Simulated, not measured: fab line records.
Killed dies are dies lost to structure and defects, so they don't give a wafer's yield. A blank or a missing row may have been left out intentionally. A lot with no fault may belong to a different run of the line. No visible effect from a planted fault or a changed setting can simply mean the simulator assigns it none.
Lot-split experiment | flow n5Finfet | on a route of 1938 steps: 7 lots, 21 wafers read

## ABOUT THE SPLIT
At N5_SD_EPI_N_ETCH_45 (etches SiOCN in CH3F/O2, target depth 6 nm), the setting targetDepthA was moved away from the recipe's 60 angstrom on 5 of the 21 wafers read, by +5.5% to +8.6%. For the rest of the wafers, this setting stayed at what the recipe calls for.

The split's own step is where the reading is taken.

## THE READING
etch.depthNm (the simulator's own value, which no gauge read), in nm, at N5_SD_EPI_N_ETCH_45 (etches SiOCN in CH3F/O2, target depth 6 nm). The file does not state a usual value for it. Here, 16 wafers ran the recipe; their average is 5.993 nm with a standard deviation of 0.1 nm.

wafer  | tool, chamber at the split | targetDepthA as run, angstrom | against the recipe | etch.depthNm, nm | against lot-mates on the recipe
L080.1 | rieDiel-01, 0              | 60                            | recipe             | 5.892            | -
L080.3 | rieDiel-01, 2              | 65.14                         | +8.6%              | 6.514            | +0.622
L080.5 | rieDiel-01, 1              | 65.14                         | +8.6%              | 6.426            | +0.534
L083.4 | rieDiel-06, 2              | 60                            | recipe             | 5.847            | -
L083.5 | rieDiel-06, 3              | 60                            | recipe             | 5.934            | -
L083.6 | rieDiel-06, 0              | 60                            | recipe             | 5.987            | -
L086.4 | rieDiel-05, 3              | 60                            | recipe             | 6.088            | -
L086.5 | rieDiel-05, 2              | 60                            | recipe             | 6.162            | -
L086.6 | rieDiel-05, 3              | 60                            | recipe             | 6.073            | -
L090.2 | rieDiel-01, 3              | 60                            | recipe             | 5.944            | -
L090.3 | rieDiel-01, 1              | 60                            | recipe             | 5.885            | -
L090.4 | rieDiel-01, 0              | 60                            | recipe             | 5.895            | -
L093.1 | rieDiel-05, 3              | 60                            | recipe             | 6.148            | -
L093.2 | rieDiel-05, 1              | 64.35                         | +7.3%              | 6.538            | +0.376
L093.5 | rieDiel-05, 2              | 60                            | recipe             | 6.177            | -
L096.1 | rieDiel-06, 0              | 63.3                          | +5.5%              | 6.336            | +0.380
L096.2 | rieDiel-06, 3              | 60                            | recipe             | 5.956            | -
L096.3 | rieDiel-06, 1              | 63.3                          | +5.5%              | 6.341            | +0.385
L097.3 | rieDiel-01, 0              | 60                            | recipe             | 5.891            | -
L097.4 | rieDiel-01, 2              | 60                            | recipe             | 6.021            | -
L097.5 | rieDiel-01, 3              | 60                            | recipe             | 5.995            | -

THE FIT
A straight line over all 21 wafers: etch.depthNm changes by +0.061 nm for each +1% of targetDepthA; r = +0.89; the points scatter about the line by 0.1 nm.
The same after taking each lot's own level away (the mean of its wafers on the recipe; 21 wafers): +0.0647 nm for each +1%; r = +0.98; scatter 0.047 nm.
Per that fit: largest targetDepthA move, reading shift of 0.55 nm.
From 5.8920 to 6.1625 nm: that is the span of the lots' own levels, equal to 2.6 times the standard deviation above.
Consequently the slope shifts little with the lot-to-lot level, the two slopes agreeing.
Check: with one of the wafers moved furthest among these (+8.6%) left out of the fit, the line predicts +0.528 nm for it against its lot-mates. Against them it came out at +0.622 nm.

## FURTHER SPLITS ON THESE WAFERS
Note: prior to the reading, these wafers also went through further splits. Each is held against what the fit with the lots' levels taken away leaves over:
other split on the same wafers           | wafers away from the commonest value | r with etch.depthNm (lot level and that fit taken away)
N5_WELL_APT_PEB_23 pebTempC              | 6                                    | +0.26
N5_WELL_APT_DESCUM_30 timeS              | 7                                    | +0.06
N5_FIN_SAQP_ALD_61 tempC                 | 11                                   | +0.12
N5_FIN_SAQP_PECVD_06 timeS               | 8                                    | -0.03
N5_FIN_SAQP_MANDREL_ETCH_22 overEtchFrac | 11                                   | +0.29
N5_FIN_CUT_CUT_ETCH_26 timeS             | 10                                   | -0.01

## THE FILE'S OWN FIT
etch.depthNm changes by +0.0626 nm for each +1% of targetDepthA, r = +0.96.
